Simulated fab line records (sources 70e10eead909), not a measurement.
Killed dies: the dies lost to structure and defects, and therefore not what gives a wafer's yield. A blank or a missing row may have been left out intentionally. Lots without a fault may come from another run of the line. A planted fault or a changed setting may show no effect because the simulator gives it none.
fab line records | flow nand_harc
[record] lots = 12 wafers = 34 last_day = 33
route steps=1302 shown P_ZERO_WELL@19 P_STI@87
lots that met no fault: taken from a fault-free run of the same line
start_h: the number of hours between the record's first day and the start of the first shown wafer of the lot | wait_h: hours from the lot's prior step to this one | " unchanged from the row above | L1.1+2: one row covering several wafers at once | - no value, or no start was given | * or withheld: withheld | < > ~ a bound
route shown NAME@n: NAME is a module with steps in the file, n the number in the route of the first one | usual: mean and standard deviation over wafers with no fault | same: alike in all rows | chamber/n: place in a boat | sites: per-site readings | _std_site: the standard deviation of these | _edge_site: the outer-site mean with the inner-site mean subtracted | radius_mm: how far each site lies from the wafer's centre | mask NAME#n: copy n | behind: tool/chamber where the wafer was last shaped | hold: why the lot was held/for how many hours/how that ended | device: the transistor (n, p or np) that didn't switch | end of line: tests of these same wafers at the route's end | a step without rows: its recipe alone | killed: count of dies lost to structure and defects at first sort (not the wafer's yield) | map: the dies of a wafer, with x for killed, . for not killed, _ for no die there
set.NAME: the run value of the setting; set.NAME@STEP: its run value at that earlier step | model.NAME: the simulator's own value behind a step, which no gauge read
route steps across a sampled set of lots; one table per step, one row per wafer
services: when a tool's chamber went out of use (start_h, in hours from the record's first day, below 0 if earlier), for how many hours, and the reason
[[steps]]
[step NHARC_P_ZERO_WELL_ETCH_63]
[recipe] target_depth_a = 1200 time_s = 40.1 hbr_flow_sccm = 150 cl2_flow_sccm = 50 rf_w = 400 icp_w = 400 bias_w = 100 chemistry = HBr/Cl2
[usual] drypump_motor_current_A = 5.8/0.32 oes_product_au = 1.002/0.0063 throttle_valve_pct = 26.406/0.0096
// columns lot.wafer tool chamber start_h wait_h drypump_motor_current_A oes_product_au rf_hours_counter_h throttle_valve_pct
L392.3 rie_si-01 1 31.53 - 5.9 1.002 0.0 26.390
L392.1 " 2 " " 5.8 1.005 0.1 26.394
L392.4 " 0 " " 5.5 0.997 0.0 26.407
L393.1 rie_si-06 3 41.74 - 6.2 0.993 0.7 26.398
L393.3 " 0 " " 5.3 0.993 0.7 26.425
L393.5 " 2 " " 6.0 0.992 - 26.406
L394.2 rie_si-01 2 51.78 - 5.8 1.007 0.2 26.417
L394.1 " 3 " " 5.8 1.011 0.2 26.411
L394.6 " 1 " " 5.9 0.987 - 26.398
L396.3 rie_si-02 1 71.72 - 5.9 1.005 0.8 26.417
L396.6 " 2 " " 6.2 0.998 - 26.396
L396.5 " 3 " " 6.2 1.007 - 26.418
L398.4 rie_si-06 2 94.58 - 6.0 1.012 0.1 26.393
L398.3 " 3 " " 6.2 1.005 0.1 26.416
L398.5 " 2 " " 6.0 1.006 - 26.417
L402.3 rie_si-02 2 131.69 - 6.2 1.220 0.1 26.409
L402.6 " 0 " " 5.5 1.005 - 26.403
L403.1 rie_si-02 1 141.67 - 5.9 1.235 0.2 26.413
L403.4 " 2 " " 6.2 1.004 0.2 26.408
L406.4 rie_si-01 1 171.57 - 5.9 1.005 0.7 26.395
L406.6 " 2 " " 5.8 0.997 - 26.389
L406.5 " 3 " " 5.9 1.010 - 26.411
L408.3 rie_si-01 2 191.54 - 5.8 0.990 0.9 26.411
L408.2 " 3 " " 5.9 1.005 1.0 26.391
L408.5 " 2 " " 5.8 1.002 - 26.407
L410.1 rie_si-01 0 211.64 - 5.5 0.993 0.1 26.396
L410.5 " 0 " " 5.5 0.998 - 26.420
L410.6 " 1 " " 5.9 0.999 - 26.398
L411.4 rie_si-06 2 221.68 - 6.0 1.010 0.9 26.405
L411.2 " 0 " " 5.3 0.999 0.9 26.418
L411.6 " 2 " " 6.1 1.002 - 26.426
L412.3 rie_si-06 2 231.80 - 6.0 1.010 1.0 26.410
L412.6 " 3 " " 6.2 0.999 - 26.393
L412.5 " 0 " " 5.3 0.997 - 26.411
[step NHARC_P_ZERO_WELL_DESCUM_54]
[recipe] time_s = 3 o2_flow_sccm = 200 ar_flow_sccm = 0 bias_power_w = 0 chemistry = O2
[usual] drypump_motor_current_A = 6.0/0.46 o2_flow_sccm = 200.1/0.58 oes_product_au = 0.999/0.0068 rf_vpp_V = 57.6/0.99 showerhead_plenum_p_Torr = 1.88/0.068 throttle_valve_pct = 11.311/0.0094
// columns lot.wafer tool chamber start_h wait_h drypump_motor_current_A o2_flow_sccm oes_product_au rf_hours_counter_h rf_vpp_V showerhead_plenum_p_Torr throttle_valve_pct
L392.1 rie_diel-12 2 35.79 - 6.3 200.0 1.003 39 57.4 1.93 11.309
L392.4 " 0 " " 6.2 200.0 1.009 37 57.8 1.89 11.311
L392.3 " 1 " " 6.3 200.2 1.009 34 58.2 1.80 11.310
L393.3 rie_diel-03 0 45.84 - 6.0 200.3 0.989 34 58.0 1.95 11.300
L393.1 " 1 " " 5.2 199.6 1.014 33 57.7 1.77 11.316
L393.5 " 3 " " 6.1 198.7 0.998 - 58.0 1.93 11.302
L394.2 rie_diel-13 2 55.86 - 5.9 200.4 1.000 24 57.6 1.96 11.306
L394.1 " 1 " " 6.4 199.8 0.999 22 58.1 1.81 11.304
L394.6 " 2 " " 6.0 200.2 1.001 - 58.0 1.96 11.323
L396.3 rie_diel-03 0 75.83 - 6.0 201.0 1.001 40 58.8 1.95 11.294
L396.6 " 0 " " 6.0 200.4 0.986 - 57.2 1.95 11.302
L396.5 " 1 " " 5.2 199.5 1.005 - 58.5 1.77 11.315
L398.3 rie_diel-13 0 99.07 - 6.0 199.6 0.989 26 59.6 1.96 11.299
L398.4 " 1 " " 6.4 200.7 0.988 34 57.7 1.81 11.310
L398.5 " 2 " " 6.0 200.7 0.987 - 57.7 1.96 11.307
L402.3 rie_diel-13 0 135.92 - 6.0 200.5 0.992 40 58.6 1.95 11.285
L402.6 " 3 " " 6.6 199.6 0.990 - 57.3 1.86 11.314
L403.4 rie_diel-03 1 145.91 - 5.2 199.4 0.989 10 57.0 1.77 11.297
L403.1 " 3 " " 6.2 201.2 1.002 8 59.3 1.92 11.324
L406.4 rie_diel-12 0 175.82 - 6.2 199.5 1.009 28 55.0 1.87 11.312
L406.6 " 3 " " 5.9 200.5 1.007 - 58.4 1.77 11.305
L406.5 " 0 " " 6.2 199.0 1.007 - 59.1 1.87 11.301
L408.3 rie_diel-12 2 195.80 - 6.3 200.3 1.001 33 57.5 1.91 11.326
L408.2 " 0 " " 6.2 200.2 1.000 33 56.9 1.87 11.300
L408.5 " 1 " " 6.2 200.1 0.999 - 57.6 1.78 11.327
L410.1 rie_diel-12 3 215.89 - 5.9 200.1 0.990 38 56.6 1.77 11.305
L410.5 " 1 " " 6.2 200.1 0.994 - 57.5 1.78 11.309
L410.6 " 2 " " 6.3 199.2 1.000 - 57.1 1.91 11.304
L411.2 rie_diel-13 0 225.96 - 6.0 199.8 1.002 15 58.6 1.94 11.322
L411.4 " 1 " " 6.4 199.8 0.999 18 57.0 1.79 11.305
L411.6 " 2 " " 6.0 200.5 1.001 - 57.0 1.94 11.311
L412.3 rie_diel-13 0 236.16 - 6.0 199.7 1.003 19 58.2 1.94 11.310
L412.6 " 0 " " 6.0 199.9 1.001 - 57.7 1.94 11.321
L412.5 " 1 " " 6.4 199.7 1.006 - 54.8 1.79 11.341
[step NHARC_P_ZERO_WELL_RTA_42]
[recipe] temp_c = 1100 time_s = 300
[usual] lamp_power_pct = 36.7/1.9 lamp_zone_2_pct = 36.7/1.9 wafer_temp_C_max = 1104.1/1.6
// columns lot.wafer tool chamber start_h wait_h lamp_power_pct lamp_zone_2_pct wafer_temp_C_max
L392.1 rtp_anneal-01 0 36.77 - 34.7 34.8 1102.9
L392.3 " 0 " " 34.8 34.8 1102.5
L392.4 " 0 " " 34.8 34.8 1102.5
L393.1 rtp_anneal-01 0 46.79 - 34.7 34.8 1103.6
L393.3 " 0 " " 34.8 34.7 1102.6
L393.5 " 0 " " 34.7 34.8 1102.4
L394.1 rtp_anneal-02 0 57.10 - 38.6 38.6 1105.8
L394.2 " 0 " " 38.7 38.6 1103.3
L394.6 " 0 " " 38.6 38.6 1104.8
L396.3 rtp_anneal-02 0 77.02 - 38.6 38.6 1104.4
L396.5 " 0 " " 38.6 38.6 1106.1
L396.6 " 0 " " 38.6 38.6 1104.6
L398.3 rtp_anneal-02 0 100.24 - 38.6 38.7 1106.0
L398.4 " 0 " " 38.6 38.6 1104.7
L398.5 " 0 " " 38.7 38.6 1104.9
L402.3 rtp_anneal-02 0 137.46 - 38.6 38.6 1105.1
L402.6 " 0 " " 38.6 38.7 1105.6
L403.1 rtp_anneal-02 0 147.00 - 38.6 38.6 1105.4
L403.4 " 0 " " 38.6 38.6 1103.7
L406.4 rtp_anneal-02 0 177.13 - 38.6 38.7 1104.8
L406.5 " 0 " " 38.7 38.6 1105.3
L406.6 " 0 " " 38.6 38.6 1105.0
L408.2 rtp_anneal-01 0 196.90 - 34.8 34.7 1102.0
L408.3 " 0 " " 34.8 34.8 1102.7
L408.5 " 0 " " 34.8 34.8 1102.3
L410.1 rtp_anneal-02 0 216.84 - 38.6 38.6 1105.1
L410.5 " 0 " " 38.6 38.6 1105.3
L410.6 " 0 " " 38.6 38.6 1105.6
L411.2 rtp_anneal-02 0 227.03 - 38.6 38.6 1105.9
L411.4 " 0 " " 38.6 38.6 1107.0
L411.6 " 0 " " 38.7 38.6 1105.2
L412.3 rtp_anneal-01 0 237.35 - 34.8 34.8 1103.0
L412.5 " 0 " " 34.8 34.8 1102.1
L412.6 " 0 " " 34.7 34.7 1102.3
[step NHARC_P_STI_DESCUM_14]
[recipe] time_s = 3 o2_flow_sccm = 200 ar_flow_sccm = 0 bias_power_w = 0 chemistry = O2
[usual] drypump_motor_current_A = 5.7/0.49 o2_flow_sccm = 200.0/0.63 oes_product_au = 0.998/0.0082 rf_vpp_V = 57.9/0.92 showerhead_plenum_p_Torr = 1.94/0.09 throttle_valve_pct = 11.311/0.0093
// columns lot.wafer tool chamber start_h wait_h drypump_motor_current_A o2_flow_sccm oes_product_au rf_hours_counter_h rf_vpp_V showerhead_plenum_p_Torr throttle_valve_pct
L392.4 rie_diel-01 3 52.28 - 5.4 198.7 0.988 1 57.8 1.99 11.318
L392.3 " 0 " " 5.5 199.8 0.993 1 57.0 1.91 11.313
L392.1 " 1 " " 6.5 200.4 0.990 1 56.8 1.94 11.314
L393.3 rie_diel-01 3 63.91 - 5.4 200.5 0.994 2 58.2 1.99 11.297
L393.1 " 0 " " 5.5 200.8 0.995 2 56.1 1.90 11.311
L393.5 " 1 " " 6.5 199.6 1.026 - 58.2 1.94 11.324
L394.1 rie_diel-11 0 74.47 - 6.1 200.5 0.991 14 57.3 1.78 11.319
L394.2 " 2 " " 6.1 199.7 1.000 14 58.8 2.04 11.300
L394.6 " 0 " " 6.1 200.0 0.991 - 56.0 1.78 11.322
L396.3 rie_diel-11 0 94.23 - 6.1 199.5 0.991 1 56.3 1.78 11.300
L396.6 " 0 " " 6.2 199.7 1.001 - 55.1 1.78 11.307
L396.5 " 1 " " 5.6 200.8 1.000 - 56.9 1.99 11.306
L398.3 rie_diel-11 3 116.84 - 5.4 199.9 0.995 2 58.3 1.96 11.329
L398.4 " 2 " " 6.1 200.0 0.997 2 59.1 2.03 11.314
L398.5 " 0 " " 6.2 199.6 0.999 - 57.8 1.78 11.315
L402.3 rie_diel-01 1 153.29 - 6.5 199.6 1.002 9 57.5 1.94 11.320
L402.6 " 3 " " 5.4 199.3 0.989 - 57.5 1.99 11.322
L403.4 rie_diel-11 0 163.29 - 6.1 200.1 1.001 6 58.4 1.78 11.318
L403.1 " 1 " " 5.6 200.4 0.997 5 57.6 1.99 11.320
L406.4 rie_diel-07 1 193.70 - 6.3 199.6 1.007 4 57.5 1.82 11.317
L406.5 " 1 " " 6.4 200.7 0.998 - 59.7 1.82 11.292
L406.6 " 2 " " 5.5 199.2 1.010 - 58.4 1.97 11.291
L408.3 rie_diel-07 3 212.74 - 6.4 200.1 1.011 3 57.0 1.98 11.306
L408.2 " 1 " " 6.3 199.5 0.997 6 57.2 1.82 11.313
L408.5 " 0 " " 4.5 200.7 1.008 - 57.9 2.06 11.321
L410.1 rie_diel-11 2 234.04 - 6.1 199.0 0.990 11 57.7 2.03 11.303
L410.5 " 3 " " 5.4 199.9 1.000 - 57.4 1.95 11.321
L410.6 " 0 " " 6.2 199.4 0.989 - 56.9 1.77 11.296
L411.4 rie_diel-07 3 243.59 - 6.4 201.5 0.988 5 59.6 1.98 11.311
L411.2 " 0 " " 4.6 199.6 0.997 7 59.5 2.06 11.327
L411.6 " 3 " " 6.3 200.3 0.989 - 58.6 1.98 11.315
L412.3 rie_diel-07 0 257.91 - 4.6 201.0 0.993 7 57.7 2.06 11.305
L412.5 " 1 " " 6.3 198.7 1.008 - 56.7 1.82 11.314
L412.6 " 2 " " 5.5 199.2 0.995 - 57.0 1.97 11.306
[[services]]
// columns tool chamber start_h hours kind
rie_diel-12 1 7.62 6.6 repair
rie_si-01 - 9.69 0.4 repair
rtp_anneal-02 - 12.00 12.0 pm
rie_si-01 - 16.00 9.0 pm
rie_si-06 1 19.56 1.6 repair
rie_diel-07 3 37.11 114.6 repair
rie_diel-11 1 42.00 4.3 repair
rie_diel-13 3 50.19 11.8 repair
rie_si-01 2 52.31 8.9 repair
rie_diel-07 2 57.57 16.5 repair
rie_si-06 - 72.00 9.0 pm
rie_diel-11 - 78.50 9.0 pm
rie_diel-12 1 87.26 4.3 repair
rie_diel-12 - 91.56 9.0 pm
rie_diel-11 1 106.06 2.8 repair
rie_diel-11 0 154.96 1.4 repair
rie_diel-13 - 165.08 9.0 pm
rie_si-01 3 179.36 2.5 repair
rie_diel-13 0 187.06 2.8 repair
rie_diel-11 1 188.05 3.1 repair
rie_si-01 - 193.00 9.0 pm
rie_diel-13 3 245.28 6.7 repair
rie_diel-13 2 254.17 14.4 repair
rie_diel-11 - 255.50 9.0 pm
[[key]]
[first_sign] step = NHARC_P_ZERO_WELL_ETCH_63 reading = oes_product_au direction = up sigmas = 36 usual = 1.002 struck = 1.228
effect none on later readings
met_at NHARC_P_ZERO_WELL_ETCH_63
struck_lots L402,L403
struck_wafers L402.3,L403.1
tester_left_out L402,L403
not_acting_at NHARC_P_ZERO_WELL_DESCUM_54,NHARC_P_ZERO_WELL_RTA_42,NHARC_P_STI_DESCUM_14
onset_between 71.72 131.69
[fault] kind = process_parameter_drift tool = rie_si-02 chamber = - onset_h = 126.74 steps = NHARC_P_ZERO_WELL_ETCH_63 channel = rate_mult offset = 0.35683 shape = step end_h = 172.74 scope = struck_wafers_only
// tester_left_out: of these lots the tester's yield and bins aren't shown, on N5 and GAA mostly nor the transistor test; their killed dies are dies lost to structure and defects alone, not to doping, threshold or leakage, so they don't give the yield
